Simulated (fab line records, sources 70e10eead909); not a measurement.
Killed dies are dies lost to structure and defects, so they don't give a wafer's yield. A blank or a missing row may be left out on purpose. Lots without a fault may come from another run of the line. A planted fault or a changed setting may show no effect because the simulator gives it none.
A struck lot beside a sound one | flow nand_harc | 14 steps out of a route of 1159
Sound: wafers L741.3, L741.5, L741.6. Struck: wafers L751.1, L751.4, L751.5. The cause comes at the end.
At each step with rows: each side's tool, then ch and its chambers, then its first start. Under that, the readings that differ: sound wafers | struck wafers | difference of the means | sigmas: that difference in standard deviations of wafers without a fault.
alike: readings whose means differ by less than 2 such deviations, and words and numbers that are the same on both sides. not compared: withheld readings, readings that some wafer has no value for, bounds like >300 that may hide the same value, and numbers for which the record gives no deviation and whose values overlap.
The two part at a step that has a row with sigmas, a row that says differs or no value, or rows on one side only. Numbers that don't overlap but have no deviation are shown without sigmas and don't part them. A reading that every wafer of one side lacks parts them only if that side has two wafers or more.

NHARC_P_CONTACT_INSPECT_14:
  sound on defect_inspect-02, day 7 14:21; struck on defect_inspect-02, day 10 10:27
  alike: raw_defect_count
NHARC_P_CONTACT_DESCUM_17: chemistry O2, time 3 s.
  sound on rie_diel-13 ch 0,1,2, day 7 14:26; struck on rie_diel-13 ch 0,2, day 10 10:31
  alike: drypump_motor_current_A, oes_product_au, rf_vpp_V, showerhead_plenum_p_Torr, throttle_valve_pct
  not compared: rf_hours_counter_h
then, 1 step without rows for these wafers: NHARC_P_CONTACT_ETCH_35 (etches the open film in CF4, target depth 39 nm, time 65 s).
NHARC_P_CONTACT_ETCH_36: etches the open film in N2/H2, target depth 260 nm, time 406.25 s.
  sound on rie_diel-13 ch 2,3; struck on rie_diel-13 ch 1,2,3
  alike: drypump_motor_current_A, oes_product_au, rf_fwd_power_W, rf_vpp_V, showerhead_plenum_p_Torr, throttle_valve_pct
  not compared: rf_hours_counter_h
NHARC_P_CONTACT_ETCH_18: etches the open film in C4F8/O2/Ar, target depth 481 nm, time 240.5 s.
  sound on rie_diel-13 ch 0,1,2; struck on rie_diel-13 ch 0,2,3
  alike: oes_product_au, rf_fwd_power_W, rf_vpp_V
  not compared: rf_hours_counter_h
then, 2 steps without rows for these wafers: NHARC_P_CONTACT_STRIP_37 (strips in C4F8/O2/Ar); NHARC_P_CONTACT_ETCH_31 (etches the open film in CH3F/O2, target depth 30 nm, time 85.7 s).
NHARC_P_CONTACT_CD_MEAS_19:
  sound on cd_sem-01, day 7 15:17; struck on cd_sem-02, day 10 11:23
  alike: cd_nm
then, 2 steps without rows for these wafers: NHARC_P_CONTACT_STRIP_28 (strips in O2); NHARC_P_CONTACT_STRIP_29 (strips in post etch residue remover, time 1200 s).
NHARC_P_CONTACT_DEGAS_38: time 60 s.
  sound on pvd_sputter-02, day 7 16:01; struck on pvd_sputter-01, day 10 12:05
  alike: heater_power_w
then, 1 step without rows for these wafers: NHARC_P_CONTACT_PRE_CLEAN_39 (time 19.5 s).
NHARC_P_CONTACT_PVD_32: deposits Ti, target thk 5 nm, time 17.7 s.
  sound on pvd_sputter-02, day 7 16:08; struck on pvd_sputter-01, day 10 12:16
  no value came back on the struck wafers for cathode_dc_power_W (W), chamber_pressure_pa (Pa), throttle_valve_pct (%); on the sound wafers cathode_dc_power_W (W) reads 4999.9 4998.1 5002.3
NHARC_P_CONTACT_ALD_22: deposits TiN, target thk 3 nm, pulse time 1 s, ald cycles 150.
  sound on ald_metal-02 ch 0,1, day 7 16:16; struck on ald_metal-02 ch 0,2, day 10 12:25
  alike: heater_power_w, precursor_pulse_height_rel

WHERE THEY PART
Only at NHARC_P_CONTACT_PVD_32, within this record. Later steps at which nothing parts them and some readings are alike: NHARC_P_CONTACT_ALD_22.

WHY: what the simulator had put in
Skipped step whole: pvd_sputter-01, from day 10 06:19 on, at NHARC_P_CONTACT_PVD_32. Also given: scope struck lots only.
